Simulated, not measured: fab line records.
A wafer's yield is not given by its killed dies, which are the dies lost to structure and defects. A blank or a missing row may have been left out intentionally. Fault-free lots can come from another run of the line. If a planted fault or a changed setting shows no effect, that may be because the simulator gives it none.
Matching of chambers || flow nand harc || 4 sister chambers for NHARC_P_ZERO_WELL_ETCH_63 on rie si-02
The step etches the open film in HBr/Cl2, target depth 120 nm, time 40.1 s. 14 wafers are shown with their chamber, then 7 later ones without.

## WAFERS, EACH WITH ITS CHAMBER
{"wafer": "L135.1", "chamber": 2, "drypump motor current A (A)": 5.7, "oes product au (a.u.)": 1.001, "mfc cl2 sccm (sccm)": 50.16}
{"wafer": "L135.2", "chamber": 3, "drypump motor current A (A)": 5.4, "oes product au (a.u.)": 0.987, "mfc cl2 sccm (sccm)": 50.10}
{"wafer": "L135.6", "chamber": 3, "drypump motor current A (A)": 5.4, "oes product au (a.u.)": 0.980, "mfc cl2 sccm (sccm)": 50.13}
{"wafer": "L144.1", "chamber": 2, "drypump motor current A (A)": 5.7, "oes product au (a.u.)": 0.995, "mfc cl2 sccm (sccm)": 49.93}
{"wafer": "L144.3", "chamber": 0, "drypump motor current A (A)": 5.7, "oes product au (a.u.)": 1.007, "mfc cl2 sccm (sccm)": 50.20}
{"wafer": "L144.6", "chamber": 1, "drypump motor current A (A)": 5.0, "oes product au (a.u.)": 0.998, "mfc cl2 sccm (sccm)": 49.78}
{"wafer": "L148.3", "chamber": 3, "drypump motor current A (A)": 5.4, "oes product au (a.u.)": 0.993, "mfc cl2 sccm (sccm)": 50.27}
{"wafer": "L148.4", "chamber": 1, "drypump motor current A (A)": 5.0, "oes product au (a.u.)": 1.002, "mfc cl2 sccm (sccm)": 49.93}
{"wafer": "L148.6", "chamber": 0, "drypump motor current A (A)": 5.6, "oes product au (a.u.)": 1.005, "mfc cl2 sccm (sccm)": 50.02}
{"wafer": "L149.2", "chamber": 0, "drypump motor current A (A)": 5.7, "oes product au (a.u.)": 1.009, "mfc cl2 sccm (sccm)": 50.30}
{"wafer": "L149.4", "chamber": 3, "drypump motor current A (A)": 5.4, "oes product au (a.u.)": 0.980, "mfc cl2 sccm (sccm)": 49.92}
{"wafer": "L149.5", "chamber": 0, "drypump motor current A (A)": 5.6, "oes product au (a.u.)": 1.019, "mfc cl2 sccm (sccm)": 50.12}
{"wafer": "L152.1", "chamber": 1, "drypump motor current A (A)": 5.0, "oes product au (a.u.)": 0.999, "mfc cl2 sccm (sccm)": 50.05}
{"wafer": "L152.3", "chamber": 3, "drypump motor current A (A)": 5.4, "oes product au (a.u.)": 0.981, "mfc cl2 sccm (sccm)": 50.16}

SIGNATURES, as means of the wafers listed above
{"reading": "drypump motor current A", "chamber 0": 5.650, "chamber 1": 5.000, "chamber 2": 5.700, "chamber 3": 5.400, "scatter within a chamber": 0.0316}
{"reading": "oes product au", "chamber 0": 1.01000, "chamber 1": 0.99967, "chamber 2": 0.99800, "chamber 3": 0.98420, "scatter within a chamber": 0.00523}
{"reading": "mfc cl2 sccm", "chamber 0": 50.1600, "chamber 1": 49.9200, "chamber 2": 50.0450, "chamber 3": 50.1160, "scatter within a chamber": 0.13}
Rule: for each reading, subtract the chamber's mean from the wafer's reading, divide by that reading's scatter and square the result; add these up over the readings and take the root, which gives the wafer's distance from the chamber. The wafer belongs to the nearest chamber; if the next one is less than 2 further off, it can't be placed. The scatter is the square root of a quotient: the sum, over the shown wafers, of each reading's squared deviation from its chamber's mean, divided by wafers minus chambers.

## WAFERS MISSING THEIR CHAMBER
{"wafer": "L152.4", "drypump motor current A (A)": 5.0, "oes product au (a.u.)": 1.002, "mfc cl2 sccm (sccm)": 49.80}
{"wafer": "L153.1", "drypump motor current A (A)": 5.4, "oes product au (a.u.)": 0.984, "mfc cl2 sccm (sccm)": 50.42}
{"wafer": "L153.2", "drypump motor current A (A)": 5.0, "oes product au (a.u.)": 0.987, "mfc cl2 sccm (sccm)": 50.07}
{"wafer": "L153.3", "drypump motor current A (A)": 5.7, "oes product au (a.u.)": 0.991, "mfc cl2 sccm (sccm)": 50.11}
{"wafer": "L155.2", "drypump motor current A (A)": 5.4, "oes product au (a.u.)": 0.977, "mfc cl2 sccm (sccm)": 49.80}
{"wafer": "L155.3", "drypump motor current A (A)": 5.0, "oes product au (a.u.)": 0.989, "mfc cl2 sccm (sccm)": 49.82}
{"wafer": "L155.6", "drypump motor current A (A)": 5.0, "oes product au (a.u.)": 0.993, "mfc cl2 sccm (sccm)": 50.07}

## WHICH CHAMBER EACH WENT THROUGH
{"wafer": "L152.4", "from the rows above": 1, "in truth": 1}
{"wafer": "L153.1", "from the rows above": 3, "in truth": 3}
{"wafer": "L153.2", "from the rows above": 1, "in truth": 1}
{"wafer": "L153.3", "from the rows above": 2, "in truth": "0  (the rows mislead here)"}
{"wafer": "L155.2", "from the rows above": 3, "in truth": 3}
{"wafer": "L155.3", "from the rows above": 1, "in truth": 1}
{"wafer": "L155.6", "from the rows above": 1, "in truth": 1}
Placed correctly: 6 of 7. From these rows, 0 cannot be placed. Wrongly placed: 1.
